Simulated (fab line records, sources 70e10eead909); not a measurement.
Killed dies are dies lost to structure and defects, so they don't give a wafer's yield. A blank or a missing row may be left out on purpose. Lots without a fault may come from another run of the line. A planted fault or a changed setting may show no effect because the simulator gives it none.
fab line records | flow nand_harc | part 1 of 2: steps 1 to 25 of 38
record lots=5 wafers=15 last_day=31
route steps=1302 shown A_SIN_REMOVE@948 A_WL_FILL@952 A_CONTACT@983
lots that met no fault: from a run of the same line without faults
start_h: hours from the record's first day to the start of the lot's first wafer shown | wait_h: hours since the lot's step before | " the same as in the row above | L1.1+2: a row that stands for several wafers | - no value, or no start given | * or withheld: withheld | < > ~ a bound
route shown NAME@n: a module of which the file shows steps, and the number in the route of the first | usual: mean/standard deviation of fault-free wafers | same: alike in all rows | chamber/n: place in a boat | sites: the reading at each site | _std_site: their standard deviation | _edge_site: outer sites' mean less inner sites' | radius_mm: how far each site lies from the wafer's centre | mask NAME#n: copy n | behind: the tool/chamber that last shaped the wafer | hold: why the lot was held/for how many hours/how that ended | device: the transistor (n, p or np) that didn't switch | end of line: the same wafers' tests at the end of the route | a step without rows: its recipe alone | killed: dies lost to structure and defects at the first sort, not the wafer's yield | map: a wafer's dies, x killed, . not, _ none there
set.NAME: the setting as run; set.NAME@STEP: as run at that earlier step | model.NAME: the simulator's own value behind a step, which no gauge read
lots at some steps of the route; a table a step, a row a wafer
services: from which hour (start_h, from the record's first day; less than 0 if before it) a tool's chamber was out of use, for how many hours, and why
## steps
# step NHARC_A_SIN_REMOVE_PRECLEAN_01
# recipe time_s=* temp_c=50 bath_age_min=0 chemistry=SC1
# same time_s=*
# columns lot.wafer tool chamber start_h wait_h
L074.3+4+1 wet_bench-01 0,2,4 476.46 0.0
L080.1+2+6 wet_bench-01 3,5,7 545.97 0.0
L084.3+1+2 wet_bench-09 2,3,5 564.33 0.0
L091.4+2+6 wet_bench-06 1,3,6 613.55 0.0
L093.6+5+2 wet_bench-01 3,4,7 648.04 0.0
# step NHARC_A_SIN_REMOVE_SRD_02
# columns lot.wafer tool chamber start_h wait_h
L074.3+4+1 wet_bench-01 0,2,4 - -
L080.1+2+6 wet_bench-01 3,5,7 - -
L084.3+1+2 wet_bench-09 2,3,5 - -
L091.4+2+6 wet_bench-06 1,3,6 - -
L093.6+5+2 wet_bench-01 3,4,7 - -
# step NHARC_A_SIN_REMOVE_INSPECT_04
# usual raw_defect_count=339/63
# columns lot.wafer tool chamber start_h wait_h raw_defect_count
L074.1 defect_inspect-02 - 476.64 0.0 492
L074.3 " - " " 366
L074.4 " - " " 347
L080.1 defect_inspect-02 - 546.15 0.0 443
L080.2 " - " " 410
L080.6 " - " " 394
L084.1 defect_inspect-01 - 564.52 0.0 246
L084.2 " - " " 276
L084.3 " - " " 259
L091.2 defect_inspect-02 - 613.73 0.0 373
L091.4 " - " " 322
L091.6 " - " " 358
L093.2 defect_inspect-02 - 648.22 0.0 318
L093.5 " - " " 326
L093.6 " - " " 371
# step NHARC_A_WL_FILL_ALD_00
# recipe target_thk_a=30 pulse_time_s=3 ald_cycles=30 temp_c=300 material=Al2O3
# usual heater_power_w=473/56 precursor_pulse_height_rel=1.001/0.019
# same pulse_time_s=3
# columns lot.wafer tool chamber start_h wait_h heater_power_w precursor_pulse_height_rel
L074.3 ald_hk-02 3 476.71 0.1 421 1.004
L074.1 " 0 " " 412 0.999
L074.4 " 2 " " 470 1.009
L080.1 ald_hk-01 1 546.24 0.1 454 1.030
L080.2 " 2 " " 570 0.991
L080.6 " 0 " " 567 0.998
L084.1 ald_hk-01 2 564.64 0.1 561 1.024
L084.2 " 0 " " 576 0.997
L084.3 " 1 " " 459 1.022
L091.4 ald_hk-01 1 613.82 0.1 470 1.002
L091.2 " 2 " " 573 1.004
L091.6 " 0 " " 569 0.999
L093.2 ald_hk-02 2 648.31 0.1 442 1.007
L093.6 " 1 " " 461 1.013
L093.5 " 2 " " 438 0.999
# step NHARC_A_WL_FILL_RTA_01
# recipe temp_c=1000 time_s=5
# usual lamp_power_pct=30.1/1.6 wafer_temp_C_max=1003.7/0.8
# same time_s=5
# columns lot.wafer tool chamber start_h wait_h lamp_power_pct wafer_temp_C_max
L074.1 rtp_anneal-01 0 476.97 - 28.5 1003.1
L074.3 " 0 " " 28.5 1003.9
L074.4 " 0 " " 28.5 1002.9
L080.1 rtp_anneal-01 0 546.48 - 28.5 1003.5
L080.2 " 0 " " 28.6 1002.6
L080.6 " 0 " " 28.5 1003.1
L084.1 rtp_anneal-02 0 564.91 - 31.7 1003.4
L084.2 " 0 " " 31.6 1004.8
L084.3 " 0 " " 31.6 1003.7
L091.2 rtp_anneal-02 0 614.09 - 31.7 1003.8
L091.4 " 0 " " 31.7 1004.3
L091.6 " 0 " " 31.7 1004.0
L093.2 rtp_anneal-01 0 648.57 - 28.6 1003.3
L093.5 " 0 " " 28.5 1003.6
L093.6 " 0 " " 28.6 1003.6
# step NHARC_A_WL_FILL_ALD_02
# recipe target_thk_a=20 pulse_time_s=3 ald_cycles=100 temp_c=450 material=TiN
# usual heater_power_w=1108/88 precursor_pulse_height_rel=0.999/0.02
# same pulse_time_s=3
# columns lot.wafer tool chamber start_h wait_h heater_power_w precursor_pulse_height_rel
L074.1 ald_metal-02 2 477.18 0.2 1111 0.988
L074.3 " 0 " " 1079 1.021
L074.4 " 1 " " 1133 0.983
L080.2 ald_metal-03 1 546.70 0.2 1207 1.018
L080.1 " 2 " " 1023 0.995
L080.6 " 2 " " 1023 0.994
L084.3 ald_metal-03 3 565.12 0.1 1008 0.970
L084.2 " 0 " " 1024 1.005
L084.1 " 1 " " 1175 1.004
L091.2 ald_metal-03 0 614.28 0.2 1032 1.005
L091.4 " 2 " " 1043 1.026
L091.6 " 1 " " 1090 1.025
L093.2 ald_metal-01 3 648.86 0.3 1153 0.954
L093.5 " 0 " " 1325 1.024
L093.6 " 2 " " 1167 1.002
# step NHARC_A_WL_FILL_CVD_03
# recipe target_thk_a=400 temp_c=300 pressure_torr=40 wf6_flow_sccm=40 h2_flow_sccm=1600 ar_flow_sccm=1560 time_s=279 material=W
# usual heater_power_w=512/57 throttle_valve_pct=7.9/0.34
# same time_s=279
# columns lot.wafer tool chamber start_h wait_h heater_power_w throttle_valve_pct
L074.1 cvd_w-01 0 477.62 0.1 599 7.3
L074.4 " 0 " " 593 7.4
L074.3 " 1 " " 565 8.2
L080.1 cvd_w-02 0 547.14 0.1 431 7.9
L080.2 " 1 " " 480 7.7
L080.6 " 0 " " 441 7.9
L084.2 cvd_w-01 0 565.56 0.1 563 6.9
L084.1 " 1 " " 544 8.4
L084.3 " 1 " " 556 8.2
L091.2 cvd_w-02 0 614.72 0.1 439 8.0
L091.4 " 0 " " 451 8.1
L091.6 " 0 " " 452 8.0
L093.2 cvd_w-02 1 649.38 0.2 484 7.8
L093.5 " 1 " " 469 7.8
L093.6 " 1 " " 474 7.8
# step NHARC_A_WL_FILL_ETCHBACK_04
# recipe target_depth_a=600 time_s=120 chemistry=NF3
# usual drypump_motor_current_A=6.0/0.61 oes_product_au=0.999/0.0086
# same time_s=120
# columns lot.wafer tool chamber start_h wait_h drypump_motor_current_A oes_product_au rf_hours_counter_h
L074.1 rie_metal-02 0 478.04 0.4 5.5 0.990 0.5
L074.4 " 1 " " 6.5 0.994 -
L074.3 " 0 " " 5.6 0.998 -
L080.2 rie_metal-03 0 547.50 0.3 6.8 1.003 0.1
L080.1 " 1 " " 5.7 0.998 0.1
L080.6 " 0 " " 6.7 1.011 -
L084.1 rie_metal-02 1 565.93 0.3 6.5 0.994 1.9
L084.2 " 0 " " 5.5 0.995 2.4
L084.3 " 0 " " 5.5 0.997 -
L091.2 rie_metal-03 0 615.09 0.3 6.7 1.009 1.4
L091.4 " 0 " " 6.7 1.002 -
L091.6 " 0 " " 6.7 1.015 -
L093.2 rie_metal-01 1 649.96 0.5 5.4 1.000 1.1
L093.5 " 1 " " 5.4 1.004 -
L093.6 " 0 " " 4.8 1.016 -
# step NHARC_A_WL_FILL_ETCHBACK_05
# recipe target_depth_a=220 time_s=60 temp_c=40 chemistry=Cl2/BCl3
# usual drypump_motor_current_A=6.0/0.6 oes_product_au=0.999/0.0092
# same time_s=60
# columns lot.wafer tool chamber start_h wait_h drypump_motor_current_A oes_product_au rf_hours_counter_h
L074.1 rie_metal-02 0 478.26 0.2 5.5 0.988 0.6
L074.4 " 1 " " 6.5 0.986 -
L074.3 " 0 " " 5.5 0.998 -
L080.2 rie_metal-03 0 547.74 0.2 6.7 1.008 0.2
L080.1 " 1 " " 5.7 0.978 0.2
L080.6 " 0 " " 6.7 1.014 -
L084.2 rie_metal-02 1 566.18 0.2 6.5 0.991 2.0
L084.1 " 0 " " 5.5 1.000 2.6
L084.3 " 1 " " 6.5 0.999 -
L091.2 rie_metal-03 0 615.34 0.2 6.7 1.006 1.5
L091.4 " 1 " " 5.8 0.989 -
L091.6 " 1 " " 5.7 0.997 -
L093.2 rie_metal-01 1 650.20 0.2 5.4 1.015 1.2
L093.6 " 1 " " 5.4 1.009 -
L093.5 " 0 " " 4.8 1.014 -
# step NHARC_A_WL_FILL_STRIP_27
# recipe power_w=1500 temp_c=250 time_s=20 chemistry=N2/H2
# usual drypump_motor_current_A=5.36/0.11 heater_power_w=352/25
# same time_s=20
# columns lot.wafer tool chamber start_h wait_h drypump_motor_current_A heater_power_w rf_hours_counter_h
L074.1 plasma_asher-01 0 478.39 0.1 5.35 344 30
L074.4 " 0 " " 5.36 342 -
L074.3 " 1 " " 5.20 321 -
L080.2 plasma_asher-01 1 548.07 0.3 5.21 310 3
L080.1 " 0 " " 5.33 373 3
L080.6 " 1 " " 5.19 319 -
L084.1 plasma_asher-02 1 566.32 0.1 5.47 359 27
L084.2 " 0 " " 5.44 374 27
L084.3 " 1 " " 5.48 359 -
L091.2 plasma_asher-02 1 615.49 0.1 5.48 356 0
L091.4 " 1 " " 5.48 363 -
L091.6 " 1 " " 5.50 363 -
L093.2 plasma_asher-01 1 650.34 0.1 5.21 312 23
L093.5 " 1 " " 5.18 303 -
L093.6 " 0 " " 5.35 368 -
# step NHARC_A_WL_FILL_STRIP_28
# recipe time_s=1200 temp_c=72.5 chemistry=post_etch_residue_remover
# same time_s=1200
# columns lot.wafer tool chamber start_h wait_h
L074.3+1+4 wet_bench-04 6,1,2 478.57 0.1
L080.6+2+1 wet_bench-02 0,2,3 548.26 0.1
L084.3+2+1 wet_bench-04 3,5,0 566.49 0.1
L091.2+6+4 wet_bench-04 4,6,0 615.67 0.2
L093.6+2+5 wet_bench-05 3,5,0 650.51 0.0
# step NHARC_A_WL_FILL_PRECLEAN_06
# recipe time_s=300 chemistry=DIW
# same time_s=300
# columns lot.wafer tool chamber start_h wait_h
L074.3+1+4 wet_bench-04 6,1,2 - -
L080.6+2+1 wet_bench-02 0,2,3 - -
L084.3+2+1 wet_bench-04 3,5,0 - -
L091.2+6+4 wet_bench-04 4,6,0 - -
L093.6+2+5 wet_bench-05 3,5,0 - -
# step NHARC_A_WL_FILL_SRD_07
# columns lot.wafer tool chamber start_h wait_h
L074.3+1+4 wet_bench-04 6,1,2 - -
L080.6+2+1 wet_bench-02 0,2,3 - -
L084.3+2+1 wet_bench-04 3,5,0 - -
L091.2+6+4 wet_bench-04 4,6,0 - -
L093.6+2+5 wet_bench-05 3,5,0 - -
# step NHARC_A_WL_FILL_ANNEAL_08
# recipe temp_c=450 time_s=1800
# usual zone_power_lower_pct=5.0/0.31
# same time_s=1800
# columns lot.wafer tool chamber start_h wait_h zone_power_lower_pct
L074.1 furnace-06 0 481.76 - 4.6
L074.3 " 0 " " 4.7
L074.4 " 0 " " 4.7
L080.1 furnace-03 0 552.84 - 5.3
L080.2 " 0 " " 5.3
L080.6 " 0 " " 5.3
L084.1 furnace-06 0 573.09 - 4.7
L084.2 " 0 " " 4.7
L084.3 " 0 " " 4.7
L091.2 furnace-08 0 619.26 - 5.4
L091.4 " 0 " " 5.4
L091.6 " 0 " " 5.3
L093.2 furnace-03 0 653.74 - 5.3
L093.5 " 0 " " 5.3
L093.6 " 0 " " 5.3
# step NHARC_A_WL_FILL_ALD_10
# recipe target_thk_a=500 pulse_time_s=10 ald_cycles=500 temp_c=300 material=SiO2
# usual heater_power_w=471/55 precursor_pulse_height_rel=1.001/0.02
# same pulse_time_s=10
# columns lot.wafer tool chamber start_h wait_h heater_power_w precursor_pulse_height_rel
L074.1 ald_hk-01 1 484.67 1.5 452 1.004
L074.4 " 3 485.70 2.5 482 0.979
L074.3 " 0 " " 568 1.006
L080.2 ald_hk-02 0 555.39 1.1 405 1.037
L080.1 " 1 556.44 2.2 466 1.023
L080.6 " 0 559.59 5.3 394 0.985
L084.1 ald_hk-01 0 574.59 0.1 579 1.002
L084.2 " 1 575.62 1.1 446 0.985
L084.3 " 3 577.69 3.2 465 1.003
L091.2 ald_hk-02 2 621.28 0.6 453 1.009
L091.4 " 1 622.83 2.1 453 1.005
L091.6 " 2 " " 447 0.979
L093.2 ald_hk-02 3 656.82 1.6 423 1.001
L093.5 " 0 " " 399 1.015
L093.6 " 1 " " 461 1.007
# step NHARC_A_WL_FILL_ETCHBACK_16
# recipe target_depth_a=1200 time_s=24 c4f8_flow_sccm=withheld o2_flow_sccm=8 ar_flow_sccm=withheld rf_w=600 bias_w=800 chemistry=C4F8/O2/Ar
# usual oes_product_au=0.96/0.038 rf_vpp_V=722/3.9
# same time_s=24
# columns lot.wafer tool chamber start_h wait_h oes_product_au rf_hours_counter_h rf_vpp_V
L074.1 rie_diel-13 2 - - 0.99 3.8 720
L074.3 " 3 " " 1.00 3.7 719
L074.4 " 0 " " 1.00 3.7 729
L080.2 rie_diel-13 1 - - 1.00 1.0 719
L080.1 " 3 " " 0.99 1.0 719
L080.6 " 1 " " 0.99 - 719
L084.1 rie_diel-08 3 - - 0.92 1.5 726
L084.3 " 0 " " 0.92 0.7 728
L084.2 " 2 " " 0.92 1.4 720
L091.2 rie_diel-08 2 - - 1.00 4.5 720
L091.4 " 1 " " 1.01 4.5 717
L091.6 " 3 " " 1.00 - 725
L093.2 rie_diel-13 2 - - 0.94 3.5 719
L093.5 " 1 " " 0.94 - 721
L093.6 " 2 " " 0.93 - 720
# step NHARC_A_WL_FILL_STRIP_29
# recipe time_s=20 o2_flow_sccm=500 ar_flow_sccm=0 bias_w=0 chemistry=O2
# usual drypump_motor_current_A=5.8/0.36 oes_product_au=1.002/0.0096 rf_vpp_V=57.8/0.86 showerhead_plenum_p_Torr=3.49/0.14 throttle_valve_pct=17.038/0.0097
# same time_s=20
# columns lot.wafer tool chamber start_h wait_h drypump_motor_current_A oes_product_au rf_hours_counter_h rf_vpp_V showerhead_plenum_p_Torr throttle_valve_pct
L074.4 rie_diel-13 3 489.40 0.1 6.1 1.004 3.7 56.6 3.39 17.051
L074.1 " 1 " " 5.1 1.015 3.8 58.3 3.39 17.051
L074.3 " 2 " " 6.2 0.999 3.8 58.1 3.41 17.043
L080.1 rie_diel-13 0 562.28 0.1 5.6 1.018 1.2 57.2 3.71 17.046
L080.2 " 1 " " 5.0 1.026 1.0 57.6 3.39 17.046
L080.6 " 0 " " 5.6 1.006 - 58.5 3.71 17.054
L084.2 rie_diel-08 0 582.44 0.1 5.9 1.001 0.7 57.2 3.72 17.052
L084.3 " 1 " " 5.4 0.997 1.7 58.1 3.34 17.038
L084.1 " 3 " " 6.1 1.008 1.5 56.0 3.60 17.050
L091.4 rie_diel-08 0 626.01 0.1 5.9 0.997 4.4 57.7 3.71 17.036
L091.2 " 2 " " 5.9 0.992 4.5 58.2 3.43 17.030
L091.6 " 3 " " 6.1 1.006 - 57.3 3.60 17.028
L093.2 rie_diel-13 2 660.04 0.1 6.2 1.009 3.5 57.9 3.40 17.028
L093.5 " 0 " " 5.7 1.006 - 58.8 3.71 17.041
L093.6 " 1 " " 5.1 1.013 - 58.7 3.39 17.027
# step NHARC_A_WL_FILL_ETCHBACK_17
# recipe target_depth_a=40 time_s=26.7 chemistry=Cl2/BCl3
# usual drypump_motor_current_A=5.7/0.66 oes_product_au=1.000/0.01
# same time_s=26.7
# columns lot.wafer tool chamber start_h wait_h drypump_motor_current_A oes_product_au rf_hours_counter_h
L074.1 rie_metal-01 1 489.50 - 5.4 0.997 1.3
L074.4 " 0 " " 4.8 0.999 -
L074.3 " 1 " " 5.4 1.001 -
L080.2 rie_metal-01 1 562.36 - 5.4 0.998 2.4
L080.1 " 0 " " 4.8 0.991 2.4
L080.6 " 1 " " 5.4 0.989 -
L084.1 rie_metal-02 1 582.52 - 6.5 0.991 2.8
L084.2 " 0 " " 5.6 1.007 2.9
L084.3 " 1 " " 6.5 0.990 -
L091.2 rie_metal-02 0 626.09 - 5.5 0.985 3.6
L091.4 " 0 " " 5.6 0.980 -
L091.6 " 0 " " 5.6 0.988 -
L093.2 rie_metal-03 1 660.14 - 5.7 0.993 2.3
L093.6 " 0 " " 6.7 1.013 -
L093.5 " 1 " " 5.8 0.996 -
# step NHARC_A_WL_FILL_PRECLEAN_18
# recipe time_s=30 chemistry=dHF
# same time_s=30
# columns lot.wafer tool chamber start_h wait_h
L074.4+3+1 wet_bench-02 4,5,7 489.68 0.1
L080.6+2+1 wet_bench-05 3,7,0 562.57 0.1
L084.2+3+1 wet_bench-05 7,0,2 582.71 0.1
L091.2+4+6 wet_bench-04 1,2,3 626.29 0.2
L093.6+5+2 wet_bench-04 2,5,6 660.30 0.1
# step NHARC_A_WL_FILL_SRD_21
# columns lot.wafer tool chamber start_h wait_h
L074.4+3+1 wet_bench-02 4,5,7 489.70 0.0
L080.6+2+1 wet_bench-05 3,7,0 562.60 0.0
L084.2+3+1 wet_bench-05 7,0,2 582.73 0.0
L091.2+4+6 wet_bench-04 1,2,3 626.31 0.0
L093.6+5+2 wet_bench-04 2,5,6 660.33 0.0
# step NHARC_A_WL_FILL_CVD_23
# recipe target_thk_a=400 temp_c=620 pressure_mtorr=200 time_s=800 material=poly-Si
# usual zone_power_lower_pct=7.79/0.2
# same time_s=800
# columns lot.wafer tool chamber start_h wait_h zone_power_lower_pct
L074.1 lpcvd_poly-01 0 492.43 2.7 7.51
L074.3 " 0 " " 7.61
L074.4 " 0 " " 7.59
L080.1 lpcvd_poly-04 0 567.63 5.0 8.01
L080.2 " 0 " " 8.14
L080.6 " 0 " " 8.03
L084.1 lpcvd_poly-02 0 585.07 2.3 7.76
L084.2 " 0 " " 7.79
L084.3 " 0 " " 7.57
L091.2 lpcvd_poly-01 0 628.76 2.4 7.71
L091.4 " 0 " " 7.58
L091.6 " 0 " " 7.60
L093.2 lpcvd_poly-01 0 662.78 2.4 7.75
L093.5 " 0 " " 7.67
L093.6 " 0 " " 7.61
# step NHARC_A_WL_FILL_ETCHBACK_26
# recipe target_depth_a=520 time_s=13.3 hbr_flow_sccm=150 rf_w=350 icp_w=350 bias_w=60 chemistry=HBr
# usual drypump_motor_current_A=5.7/0.35 oes_product_au=0.997/0.01 throttle_valve_pct=23.266/0.0091
# same time_s=13.3
# columns lot.wafer tool chamber start_h wait_h drypump_motor_current_A oes_product_au rf_hours_counter_h throttle_valve_pct
L074.4 rie_si-01 2 495.00 0.4 5.7 0.989 0.7 23.271
L074.3 " 3 " " 5.4 0.990 0.6 23.271
L074.1 " 1 " " 5.1 1.011 0.7 23.275
L080.1 rie_si-01 2 570.22 0.4 5.7 1.007 0.1 23.249
L080.2 " 3 " " 5.4 1.006 0.1 23.258
L080.6 " 2 " " 5.7 1.012 - 23.271
L084.1 rie_si-01 2 587.68 0.4 5.7 1.001 0.2 23.241
L084.3 " 3 " " 5.4 0.996 0.2 23.257
L084.2 " 1 " " 5.1 1.007 0.2 23.262
L091.2 rie_si-06 3 631.36 0.4 6.0 0.984 0.1 23.276
L091.4 " 0 " " 5.7 0.993 0.1 23.257
L091.6 " 1 " " 6.7 0.993 - 23.256
L093.2 rie_si-04 0 665.36 0.4 6.0 0.989 0.8 23.264
L093.5 " 2 " " 5.9 0.970 - 23.272
L093.6 " 3 " " 6.0 0.992 - 23.277
# step NHARC_A_WL_FILL_PRECLEAN_30
# recipe time_s=10 chemistry=dHF
# same time_s=10
# columns lot.wafer tool chamber start_h wait_h
L074.1+4+3 wet_bench-02 1,3,5 495.14 0.1
L080.6+1+2 wet_bench-05 7,0,3 570.37 0.1
L084.2+3+1 wet_bench-05 0,1,2 587.82 0.1
L091.2+6+4 wet_bench-05 6,0,2 631.48 0.1
L093.5+2+6 wet_bench-02 5,1,2 665.48 0.1
# step NHARC_A_WL_FILL_SRD_14
# columns lot.wafer tool chamber start_h wait_h
L074.1+4+3 wet_bench-02 1,3,5 495.16 0.0
L080.6+1+2 wet_bench-05 7,0,3 570.39 0.0
L084.2+3+1 wet_bench-05 0,1,2 587.84 0.0
L091.2+6+4 wet_bench-05 6,0,2 631.50 0.0
L093.5+2+6 wet_bench-02 5,1,2 665.50 0.0
# step NHARC_A_WL_FILL_ALD_19
# recipe target_thk_a=20 pulse_time_s=3 ald_cycles=100 temp_c=450 material=TiN
# usual heater_power_w=1117/71 precursor_pulse_height_rel=1.000/0.019
# same pulse_time_s=3
# columns lot.wafer tool chamber start_h wait_h heater_power_w precursor_pulse_height_rel
L074.1 ald_metal-03 2 495.29 0.1 1005 1.016
L074.3 " 3 " " 995 1.020
L074.4 " 2 " " 1020 1.014
L080.2 ald_metal-01 3 570.53 0.1 1178 0.981
L080.1 " 0 " " 1323 0.988
L080.6 " 1 " " 1055 0.999
L084.3 ald_metal-01 3 587.94 0.1 1178 1.003
L084.1 " 0 " " 1316 0.984
L084.2 " 2 " " 1139 0.983
L091.4 ald_metal-03 1 631.60 0.1 1121 1.003
L091.2 " 0 " " 1015 0.991
L091.6 " 1 " " 1115 0.992
L093.2 ald_metal-02 1 665.60 0.1 1157 1.015
L093.6 " 1 " " 1134 1.016
L093.5 " 2 " " 1111 0.996
